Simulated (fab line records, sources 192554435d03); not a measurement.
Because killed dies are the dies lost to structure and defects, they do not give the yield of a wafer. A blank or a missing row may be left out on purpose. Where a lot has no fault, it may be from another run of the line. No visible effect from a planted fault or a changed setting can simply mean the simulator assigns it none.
Matching of chambers || flow n5Finfet || 4 sister chambers for N5_BEOL_M1_ETCHBACK_99 on rieDiel-06
The step etches SiO2 in CHF3, target depth 5 nm, time 10.4 s. 14 wafers are shown with their chamber, then 7 later ones without.

## EACH WAFER AND ITS CHAMBER
{"wafer": "L077.1", "chamber": 3, "showerheadPlenumPTorr (Torr)": 2.22, "drypumpMotorCurrentA (A)": 5.7, "oesProductAu (a.u.)": 0.74}
{"wafer": "L077.4", "chamber": 2, "showerheadPlenumPTorr (Torr)": 2.26, "drypumpMotorCurrentA (A)": 5.6, "oesProductAu (a.u.)": 0.75}
{"wafer": "L077.5", "chamber": 3, "showerheadPlenumPTorr (Torr)": 2.22, "drypumpMotorCurrentA (A)": 5.6, "oesProductAu (a.u.)": 0.73}
{"wafer": "L080.2", "chamber": 1, "showerheadPlenumPTorr (Torr)": 2.11, "drypumpMotorCurrentA (A)": 6.5, "oesProductAu (a.u.)": 0.69}
{"wafer": "L080.5", "chamber": 2, "showerheadPlenumPTorr (Torr)": 2.26, "drypumpMotorCurrentA (A)": 5.6, "oesProductAu (a.u.)": 0.75}
{"wafer": "L080.6", "chamber": 3, "showerheadPlenumPTorr (Torr)": 2.22, "drypumpMotorCurrentA (A)": 5.7, "oesProductAu (a.u.)": 0.72}
{"wafer": "L081.1", "chamber": 0, "showerheadPlenumPTorr (Torr)": 2.10, "drypumpMotorCurrentA (A)": 5.1, "oesProductAu (a.u.)": 0.80}
{"wafer": "L081.3", "chamber": 3, "showerheadPlenumPTorr (Torr)": 2.22, "drypumpMotorCurrentA (A)": 5.6, "oesProductAu (a.u.)": 0.72}
{"wafer": "L081.6", "chamber": 2, "showerheadPlenumPTorr (Torr)": 2.26, "drypumpMotorCurrentA (A)": 5.6, "oesProductAu (a.u.)": 0.75}
{"wafer": "L083.1", "chamber": 1, "showerheadPlenumPTorr (Torr)": 2.10, "drypumpMotorCurrentA (A)": 6.5, "oesProductAu (a.u.)": 0.68}
{"wafer": "L083.4", "chamber": 3, "showerheadPlenumPTorr (Torr)": 2.22, "drypumpMotorCurrentA (A)": 5.6, "oesProductAu (a.u.)": 0.72}
{"wafer": "L083.5", "chamber": 1, "showerheadPlenumPTorr (Torr)": 2.10, "drypumpMotorCurrentA (A)": 6.6, "oesProductAu (a.u.)": 0.68}
{"wafer": "L084.1", "chamber": 1, "showerheadPlenumPTorr (Torr)": 2.10, "drypumpMotorCurrentA (A)": 6.5, "oesProductAu (a.u.)": 0.68}
{"wafer": "L084.5", "chamber": 0, "showerheadPlenumPTorr (Torr)": 2.10, "drypumpMotorCurrentA (A)": 5.2, "oesProductAu (a.u.)": 0.80}

SIGNATURES, as means of the wafers listed above
{"reading": "showerheadPlenumPTorr", "chamber 0": 2.1000, "chamber 1": 2.1025, "chamber 2": 2.2600, "chamber 3": 2.2200, "scatter within a chamber": 0.00274}
{"reading": "drypumpMotorCurrentA", "chamber 0": 5.150, "chamber 1": 6.525, "chamber 2": 5.600, "chamber 3": 5.640, "scatter within a chamber": 0.0495}
{"reading": "oesProductAu", "chamber 0": 0.8000, "chamber 1": 0.6825, "chamber 2": 0.7500, "chamber 3": 0.7260, "scatter within a chamber": 0.00628}
Rule: for a wafer and a chamber, the distance is found by dividing, reading by reading, the gap between the wafer's reading and the chamber's mean by the reading's scatter, squaring, summing and taking the root. The wafer belongs to the nearest chamber; if the next one is less than 2 further off, it can't be placed. How the scatter is found: for the shown wafers, subtract from each reading the mean of its chamber, square and add these, divide the total by (wafers less chambers), then take the root.

## WAFERS WITHOUT THEIR CHAMBER
{"wafer": "L084.6", "showerheadPlenumPTorr (Torr)": 2.10, "drypumpMotorCurrentA (A)": 6.5, "oesProductAu (a.u.)": 0.68}
{"wafer": "L085.1", "showerheadPlenumPTorr (Torr)": 2.10, "drypumpMotorCurrentA (A)": 6.5, "oesProductAu (a.u.)": 0.68}
{"wafer": "L085.4", "showerheadPlenumPTorr (Torr)": 2.22, "drypumpMotorCurrentA (A)": 5.6, "oesProductAu (a.u.)": 0.71}
{"wafer": "L085.5", "showerheadPlenumPTorr (Torr)": 2.22, "drypumpMotorCurrentA (A)": 5.7, "oesProductAu (a.u.)": 0.72}
{"wafer": "L093.2", "showerheadPlenumPTorr (Torr)": 2.10, "drypumpMotorCurrentA (A)": 6.5, "oesProductAu (a.u.)": 0.67}
{"wafer": "L093.3", "showerheadPlenumPTorr (Torr)": 2.21, "drypumpMotorCurrentA (A)": 5.7, "oesProductAu (a.u.)": 0.71}
{"wafer": "L093.5", "showerheadPlenumPTorr (Torr)": 2.09, "drypumpMotorCurrentA (A)": 5.1, "oesProductAu (a.u.)": 0.79}

## WHICH CHAMBER EACH ONE RAN IN
{"wafer": "L084.6", "from the rows above": 1, "in truth": 1}
{"wafer": "L085.1", "from the rows above": 1, "in truth": 1}
{"wafer": "L085.4", "from the rows above": 3, "in truth": 3}
{"wafer": "L085.5", "from the rows above": 3, "in truth": 3}
{"wafer": "L093.2", "from the rows above": 1, "in truth": 1}
{"wafer": "L093.3", "from the rows above": 3, "in truth": 3}
{"wafer": "L093.5", "from the rows above": 0, "in truth": 0}
7 of 7 placed correctly. From these rows, 0 cannot be placed. Wrongly placed: 0.
